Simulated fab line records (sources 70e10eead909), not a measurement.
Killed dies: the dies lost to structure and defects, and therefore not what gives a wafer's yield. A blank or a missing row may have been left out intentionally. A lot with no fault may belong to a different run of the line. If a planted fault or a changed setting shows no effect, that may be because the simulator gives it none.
Chamber matching -- flow nand_harc -- rie_diel-04 running NHARC_P_BONDPAD_DESCUM_11: 4 sister chambers
The step chemistry O2, time 3 s. 8 wafers are shown with their chamber, then 9 later ones without.

## WAFERS PAIRED WITH THEIR CHAMBERS
wafer,chamber,showerhead_plenum_p_Torr (Torr),drypump_motor_current_A (A)
L230.5,1,1.88,5.0
L230.6,2,2.02,5.3
L236.1,0,1.83,5.3
L236.3,3,1.95,6.5
L236.5,1,1.88,5.0
L235.2,3,1.96,6.6
L235.3,0,1.83,5.3
L235.4,2,2.02,5.3

## WAFERS WITHOUT THEIR CHAMBER
wafer,showerhead_plenum_p_Torr (Torr),drypump_motor_current_A (A)
L243.1,1.95,6.5
L243.4,2.02,5.3
L243.6,1.95,6.5
L242.4,2.02,5.3
L242.5,1.88,5.0
L242.6,2.02,5.3
L246.1,1.88,5.0
L246.2,1.83,5.3
L246.6,1.83,5.3

## THE CHAMBER EACH PASSED THROUGH
wafer,from the rows above,in truth
L243.1,3,3
L243.4,2,2
L243.6,3,3
L242.4,2,2
L242.5,1,1
L242.6,2,2
L246.1,1,1
L246.2,0,0
L246.6,0,0
9 of 9 placed correctly. Not placeable from these rows: 0. Number placed wrongly: 0.
How it was worked out, from the rows above alone: a wafer's distance from a chamber is the root of the sum, over the readings, of the square of ((its reading less the chamber's mean) divided by the reading's scatter). The wafer belongs to the nearest chamber; if the next one is less than 2 further off, it can't be placed. For every chamber, the mean is computed from those of its wafers that are shown. The scatter is the square root of a quotient: the sum, over the shown wafers, of each reading's squared deviation from its chamber's mean, divided by wafers minus chambers.
